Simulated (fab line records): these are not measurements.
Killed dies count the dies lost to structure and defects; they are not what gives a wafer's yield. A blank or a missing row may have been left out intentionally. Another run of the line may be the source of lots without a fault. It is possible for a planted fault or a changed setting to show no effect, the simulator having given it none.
Matching of chambers    flow n5 finfet    3 sister chambers for N5_BEOL_M13_ILD_DEP_00 on pecvd-02
The step deposits SiOC from DEMS/O2, target thk 837.92 nm, time 166.4 s. 3 wafers are shown with their chamber, then 9 later ones without.

## WAFERS, EACH WITH ITS CHAMBER
wafer   chamber  showerhead plenum p Torr (Torr)
L091.2  1        5.690
L091.3  2        5.740
L091.4  0        5.694

## WAFERS WITHOUT THEIR CHAMBER
wafer   showerhead plenum p Torr (Torr)
L092.2  5.710
L092.4  5.719
L092.6  5.693
L095.1  5.698
L095.2  5.732
L095.4  5.733
L097.1  5.717
L097.4  5.713
L097.5  5.718

## THE CHAMBER EACH PASSED THROUGH
wafer   from the rows above           in truth
L092.2  can't be placed: 0 or 1 or 2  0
L092.4  can't be placed: 2 or 0 or 1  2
L092.6  can't be placed: 0 or 1       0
L095.1  can't be placed: 0 or 1       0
L095.2  can't be placed: 2 or 0       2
L095.4  2                             2
L097.1  can't be placed: 0 or 2 or 1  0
L097.4  can't be placed: 0 or 1 or 2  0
L097.5  can't be placed: 2 or 0 or 1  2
Correctly placed: 1 of 9. Unplaceable from these rows: 8, with the true chamber sitting among the candidates in 8. Number placed wrongly: 0.
How it was worked out, from the rows above alone: a wafer's distance from a chamber is the root of the sum, over the readings, of the square of ((its reading less the chamber's mean) divided by the reading's scatter). The wafer belongs to the nearest chamber; if the next one is less than 2 further off, it can't be placed. The mean given for a chamber averages the wafers shown for that chamber. The scatter: with one shown wafer a chamber, the root of the mean of the squares of how far each hidden wafer lies from its nearest shown one.
